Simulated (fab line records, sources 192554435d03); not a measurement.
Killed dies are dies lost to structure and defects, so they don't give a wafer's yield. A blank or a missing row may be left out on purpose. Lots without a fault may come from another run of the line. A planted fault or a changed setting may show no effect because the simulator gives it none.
Chamber matching | flow n5_finfet | N5_BEOL_M3_STRIP_36 on rie_diel-04: 4 sister chambers
The step strips in N2/H2. 18 wafers are shown with their chamber, then 9 later ones without.

WAFERS WITH THEIR CHAMBER
wafer  | chamber | showerhead_plenum_p_Torr (Torr) | drypump_motor_current_A (A) | throttle_valve_pct (%)
L074.1 | 0       | 2.59                            | 5.3                         | 23.7
L074.5 | 2       | 2.43                            | 4.7                         | 23.9
L074.6 | 3       | 2.56                            | 6.4                         | 24.2
L075.1 | 0       | 2.59                            | 5.3                         | 23.8
L075.2 | 2       | 2.43                            | 4.8                         | 23.9
L075.3 | 1       | 2.53                            | 5.7                         | 23.5
L075.4 | 3       | 2.56                            | 6.4                         | 24.2
L075.5 | 2       | 2.43                            | 4.7                         | 23.9
L075.6 | 1       | 2.53                            | 5.6                         | 23.5
L076.1 | 0       | 2.59                            | 5.3                         | 23.8
L076.2 | 2       | 2.43                            | 4.7                         | 23.9
L076.3 | 1       | 2.53                            | 5.7                         | 23.5
L076.4 | 3       | 2.56                            | 6.4                         | 24.2
L076.5 | 0       | 2.59                            | 5.3                         | 23.8
L076.6 | 3       | 2.56                            | 6.4                         | 24.2
L082.2 | 3       | 2.55                            | 6.4                         | 24.2
L082.3 | 2       | 2.42                            | 4.8                         | 24.0
L082.6 | 0       | 2.59                            | 5.3                         | 23.8

SIGNATURES (means of the wafers above)
reading                  | chamber 0 | chamber 1 | chamber 2 | chamber 3 | scatter within a chamber
showerhead_plenum_p_Torr | 2.5900    | 2.5300    | 2.4280    | 2.5580    | 0.00338
drypump_motor_current_A  | 5.300     | 5.667     | 4.740     | 6.400     | 0.0365
throttle_valve_pct       | 23.780    | 23.500    | 23.920    | 24.200    | 0.0338
Rule: a wafer's distance from a chamber is the root of the sum, over the readings, of the square of ((its reading less the chamber's mean) divided by the reading's scatter). The wafer belongs to the nearest chamber; if the next one is less than 2 further off, it can't be placed. The scatter: the root of (the sum of the squares of (reading less its chamber's mean) over the shown wafers, divided by (wafers less chambers)).

WAFERS WITHOUT THEIR CHAMBER
wafer  | showerhead_plenum_p_Torr (Torr) | drypump_motor_current_A (A) | throttle_valve_pct (%)
L091.1 | 2.42                            | 4.7                         | 23.9
L091.2 | 2.54                            | 6.4                         | 24.3
L091.3 | 2.58                            | 5.3                         | 23.8
L091.4 | 2.51                            | 5.7                         | 23.6
L091.5 | 2.51                            | 5.6                         | 23.6
L091.6 | 2.42                            | 4.8                         | 24.0
L094.2 | 2.57                            | 5.3                         | 23.8
L094.3 | 2.51                            | 5.7                         | 23.6
L094.5 | 2.41                            | 4.7                         | 23.9

WHICH CHAMBER EACH WENT THROUGH
wafer  | from the rows above | in truth
L091.1 | 2                   | 2
L091.2 | 3                   | 3
L091.3 | 0                   | 0
L091.4 | 1                   | 1
L091.5 | 1                   | 1
L091.6 | 2                   | 2
L094.2 | 0                   | 0
L094.3 | 1                   | 1
L094.5 | 2                   | 2
Placed correctly: 9 of 9. Can't be placed from these rows: 0. Placed wrongly: 0.
